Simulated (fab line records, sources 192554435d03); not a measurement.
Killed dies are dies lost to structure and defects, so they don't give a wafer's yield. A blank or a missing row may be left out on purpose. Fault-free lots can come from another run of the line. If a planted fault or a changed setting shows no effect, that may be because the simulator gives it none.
Matching of chambers :: flow n5-finfet :: N5_BEOL_M0_ETCH_109 on rie-diel-01 has 4 sister chambers
The step etches SiCN in CH3F/O2, target depth 8 nm, overetch 2.4 nm, time 27.4 s. 8 wafers are shown with their chamber, then 8 later ones without.

EACH WAFER AND ITS CHAMBER
wafer: L074.1
chamber: 2
drypump-motor-current-A (A): 5.6
showerhead-plenum-p-Torr (Torr): 2.06

wafer: L078.4
chamber: 2
drypump-motor-current-A (A): 5.6
showerhead-plenum-p-Torr (Torr): 2.05

wafer: L081.3
chamber: 3
drypump-motor-current-A (A): 4.8
showerhead-plenum-p-Torr (Torr): 2.01

wafer: L086.4
chamber: 0
drypump-motor-current-A (A): 5.6
showerhead-plenum-p-Torr (Torr): 2.08

wafer: L088.1
chamber: 1
drypump-motor-current-A (A): 5.5
showerhead-plenum-p-Torr (Torr): 2.05

wafer: L088.2
chamber: 0
drypump-motor-current-A (A): 5.7
showerhead-plenum-p-Torr (Torr): 2.08

wafer: L088.5
chamber: 1
drypump-motor-current-A (A): 5.5
showerhead-plenum-p-Torr (Torr): 2.05

wafer: L094.2
chamber: 3
drypump-motor-current-A (A): 4.8
showerhead-plenum-p-Torr (Torr): 2.00

WAFERS WHOSE CHAMBER IS MISSING
wafer: L094.3
drypump-motor-current-A (A): 5.6
showerhead-plenum-p-Torr (Torr): 2.04

wafer: L094.4
drypump-motor-current-A (A): 5.6
showerhead-plenum-p-Torr (Torr): 2.04

wafer: L096.1
drypump-motor-current-A (A): 5.6
showerhead-plenum-p-Torr (Torr): 2.04

wafer: L096.3
drypump-motor-current-A (A): 5.6
showerhead-plenum-p-Torr (Torr): 2.07

wafer: L096.5
drypump-motor-current-A (A): 4.8
showerhead-plenum-p-Torr (Torr): 2.00

wafer: L097.2
drypump-motor-current-A (A): 4.8
showerhead-plenum-p-Torr (Torr): 2.00

wafer: L097.4
drypump-motor-current-A (A): 5.6
showerhead-plenum-p-Torr (Torr): 2.04

wafer: L097.5
drypump-motor-current-A (A): 5.6
showerhead-plenum-p-Torr (Torr): 2.04

EACH ONE'S CHAMBER
wafer: L094.3
from the rows above: can't be placed: 2 or 1
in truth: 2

wafer: L094.4
from the rows above: can't be placed: 2 or 1
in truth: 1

wafer: L096.1
from the rows above: can't be placed: 2 or 1
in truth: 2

wafer: L096.3
from the rows above: can't be placed: 0 or 2
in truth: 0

wafer: L096.5
from the rows above: 3
in truth: 3

wafer: L097.2
from the rows above: 3
in truth: 3

wafer: L097.4
from the rows above: can't be placed: 2 or 1
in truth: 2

wafer: L097.5
from the rows above: can't be placed: 2 or 1
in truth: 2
Correctly placed: 2 of 8. Cannot be placed on the basis of these rows: 6; the candidates contain the true chamber in 6. Wrongly placed: 0.
How it was worked out, from the rows above alone: a wafer's distance from a chamber is the root of the sum, over the readings, of the square of ((its reading less the chamber's mean) divided by the reading's scatter). If the next closest chamber is less than 2 further off than the closest, the wafer can't be placed; otherwise it belongs to the closest. The mean given for a chamber averages the wafers shown for that chamber. The scatter is the square root of a quotient: the sum, over the shown wafers, of each reading's squared deviation from its chamber's mean, divided by wafers minus chambers.
